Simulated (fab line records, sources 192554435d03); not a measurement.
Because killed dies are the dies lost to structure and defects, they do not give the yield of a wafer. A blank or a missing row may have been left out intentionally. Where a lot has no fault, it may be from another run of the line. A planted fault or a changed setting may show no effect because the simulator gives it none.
Code-filled problem report in 8D (eight disciplines) form -- flow n5-finfet -- the parts of the form that need people (team, actions taken, sign-off) are left out

1. WHAT WENT WRONG
Wafers without a fault read 13, standard deviation 5.1; killed_at_M4_up at N5_PASSIVATION_PROBE_49 reads a mean of 134 on 2 wafers belonging to 2 lots. That puts it +24 standard deviations away from the usual mean.
First observed at day 17 19:14: wafer L475.4, on prober-01. Wafers with a number at this step in the record: 19, from 7 lots. By rule, "out" or "out of limits" means more than 4 standard deviations away from the usual mean. All remaining wafers that have a number are taken as sound.

2. WHAT IT IS, AND WHAT IT ISN'T
question,is,is not
which readings at this step,"killed_at_M4_up, defect-limited-yield, killed-dies, sort_bin_5_function, sort-n-pass, sort-yield-pct","killed_at_M0_to_M3, killed-at-contacts, killed-at-front-end, killed-at-other, killed-open, killed-short, sort_bin_4_leakage, sort_bin_8_speed"
which lots,"L475, L477","L460, L461, L469, L472, L473"
which wafers of those lots,"L475.4, L477.5","L475.1, L477.3"
read on which tools,prober-01,prober-02
when,from day 17 19:14,up to then (16 sound wafers); but 1 sound wafer of L477 came after

3. WHAT RULES OUT EACH SUSPECT
Counting: any tool at a process step up to the reading remains a suspect provided it ran every lot that is out. Sound lots after the first of them don't rule it out here, since some wafers of a struck lot are sound.
- ald-metal-03 at N5_BEOL_M9_ALD_74 (deposits TaN, target thk 2 nm, pulse time 2 s, purge time 3 s): kept. Every lot that is out went through it, the first being L475 (day 15 09:01); the last sound lot it ran before that was L473 (day 14 20:17).
- prober-01 at N5_PASSIVATION_PROBE_49: kept. Every lot that is out went through it, the first being L475 (day 17 19:05); the last sound lot it ran before that was L473 (day 17 04:02). On those wafers its own readings are out: defect-limited-yield, killed_at_M4_up, killed-dies, sort_bin_5_function, sort-n-pass, sort-yield-pct.
- Within ald-metal-03 at N5_BEOL_M9_ALD_74: the wafers that are out ran in chamber 0; their sound lot-mates ran in chambers 2, 3.
Left after counting: ald-metal-03 at N5_BEOL_M9_ALD_74, prober-01 at N5_PASSIVATION_PROBE_49.

4. THE CAUSE (what the simulator had put in)
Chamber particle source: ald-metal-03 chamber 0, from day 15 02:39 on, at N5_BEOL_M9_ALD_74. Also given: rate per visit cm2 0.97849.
This tool is one of the 2 suspects left after counting.

5. SEQUENCE OF EFFECTS, ordered by route
Each row: a reading where the mean over the struck wafers with a number is more than 3 standard deviations away from the usual. Scope: only readings with a usual standard deviation given in the record; hours: median across lots of the time from each lot's start at the first step in this table that gives one to its start at this step; sigmas: change in usual standard deviations.
hours,step,reading,usual,on struck wafers,change,sigmas
0,N5_PASSIVATION_PROBE_49,defect-limited-yield,91.1 %,81.8,-9.3,-6.7
0,N5_PASSIVATION_PROBE_49,killed_at_M4_up,13,134,+120,+24
0,N5_PASSIVATION_PROBE_49,killed-dies,105,216,+110,+6.9
0,N5_PASSIVATION_PROBE_49,killed-on-rim,13,28,+15,+3.7
0,N5_PASSIVATION_PROBE_49,sort_bin_5_function,5.2 %,11.8,+6.5,+7.4
0,N5_PASSIVATION_PROBE_49,sort-n-pass,1074,964,-110,-6.4
0,N5_PASSIVATION_PROBE_49,sort-yield-pct,91.0 %,81.8,-9.2,-6.2
Its process steps:
- N5_PASSIVATION_PROBE_49

6. HOW IT WOULD HAVE BEEN CAUGHT EARLIER
The fault began at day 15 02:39; the first out-of-limits reading in this record came at day 17 19:14, 65 hours later.
Tool readings at N5_BEOL_M9_ALD_74 with a usual standard deviation given in the record: none out on any struck wafer, hence no alarm at a limit of 4 standard deviations on them.
By day 17 19:14, every lot that is out (2) had started N5_BEOL_M9_ALD_74 on ald-metal-03. Had the tool been put on hold then, not one of them would have been saved.
